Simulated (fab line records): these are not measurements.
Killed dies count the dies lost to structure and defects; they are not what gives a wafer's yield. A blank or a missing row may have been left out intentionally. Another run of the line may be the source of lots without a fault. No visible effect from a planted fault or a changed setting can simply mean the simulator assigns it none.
8D (eight disciplines) problem report, filled in by code / flow n5Finfet / the parts of the form that need people (team, actions taken, sign-off) are left out

== 1. PROBLEM STATEMENT ==
Wafers without a fault read 25.4 s, standard deviation 2.6; timeToEndpointS at N5_GATE_CUT_CMP_02 reads a mean of 52.6 s on 3 wafers belonging to 2 lots. Measured from the usual mean, that is +10 standard deviations.
The step: polishes, stops on SiO2, t overpolish 12.7 s, target thk 0 nm.
The first sign was on wafer L811.2 at day 7 06:14, on cmp-02. The record holds 27 wafers of 9 lots with a number at this step. The rule behind "out" and "out of limits": a value lying over 4 standard deviations away from the usual mean. All remaining wafers that have a number are taken as sound.

== 2. WHAT IT IS, WHAT IT ISN'T ==
question=which readings at this step | is=timeToEndpointS | is not=motorCurrentA, overpolishRunS
question=which lots | is=L811, L814 | is not=L800, L803, L805, L809, L821, L822, L823
question=which wafers of those lots | is=L811.2, L811.6, L814.2 | is not=L811.1, L814.4, L814.5
question=read on which tools | is=cmp-02 | is not=cmp-01, cmp-03
question=when | is=from day 7 06:14 | is not=up to then (13 sound wafers); but 11 sound wafers of L814, L821, L822, L823 came after

== 3. THE SUSPECTS, EACH WITH WHAT RULES IT OUT ==
Counting: if a tool at a process step up to the reading ran every lot that is out, it stays a suspect. Sound lots after the first of them don't rule it out here, since some wafers of a struck lot are sound.
- cmp-02 at N5_HKMG_FIN_CMP_23 (polishes, stops on SiNx, t overpolish 10 s, target thk 46.326 nm): kept. It ran every lot that is out, first L811 (day 7 02:34).
- rieDiel-04 at N5_GATE_CUT_ETCH_58 (etches SiNx in CH3F/O2, target depth 17 nm, time 128.6 s): kept. It ran every lot that is out, first L811 (day 7 03:37).
- cmp-02 at N5_GATE_CUT_CMP_02 (polishes, stops on SiO2, t overpolish 12.7 s, target thk 0 nm): kept. It ran every lot that is out, first L811 (day 7 06:14); its last sound lot up to then is L805 (day 6 04:20). Its own timeToEndpointS readings are out on those wafers.
- Within cmp-02 at N5_HKMG_FIN_CMP_23: the wafers that are out ran in chambers 0, 1; their sound lot-mates ran in chambers 2, 3.
Still standing after the count: cmp-02 at N5_HKMG_FIN_CMP_23, rieDiel-04 at N5_GATE_CUT_ETCH_58, cmp-02 at N5_GATE_CUT_CMP_02.

== 4. THE CAUSE (what the simulator had put in) ==
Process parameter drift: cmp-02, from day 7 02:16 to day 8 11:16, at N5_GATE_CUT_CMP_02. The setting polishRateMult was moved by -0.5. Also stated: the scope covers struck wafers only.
This tool is one of the 3 suspects left after counting.

== 5. THE EFFECT CHAIN, in route order ==
One row per reading whose mean, taken over the struck wafers that have a number, lies over 3 standard deviations from the usual. Scope: only readings with a usual standard deviation given in the record; hours: median across lots of the time from each lot's start at the first step in this table that gives one to its start at this step; sigmas: change in usual standard deviations.
hours=0; step=N5_GATE_CUT_CMP_02; reading=timeToEndpointS; usual=25.4 s; on struck wafers=52.6; change=+27.2; sigmas=+10
Here are the process steps it includes:
- N5_GATE_CUT_CMP_02: polishes, stops on SiO2, t overpolish 12.7 s, target thk 0 nm.
Later measuring or inspecting steps at which every struck wafer that the step has a row for has a number for every such reading, and none has moved that far: N5_BEOL_M4_RC_MEAS_101.

== 6. WHAT WOULD HAVE CAUGHT IT SOONER ==
4 hours passed between the start of the fault at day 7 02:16 and the first reading out of limits in this record, taken at day 7 06:14.
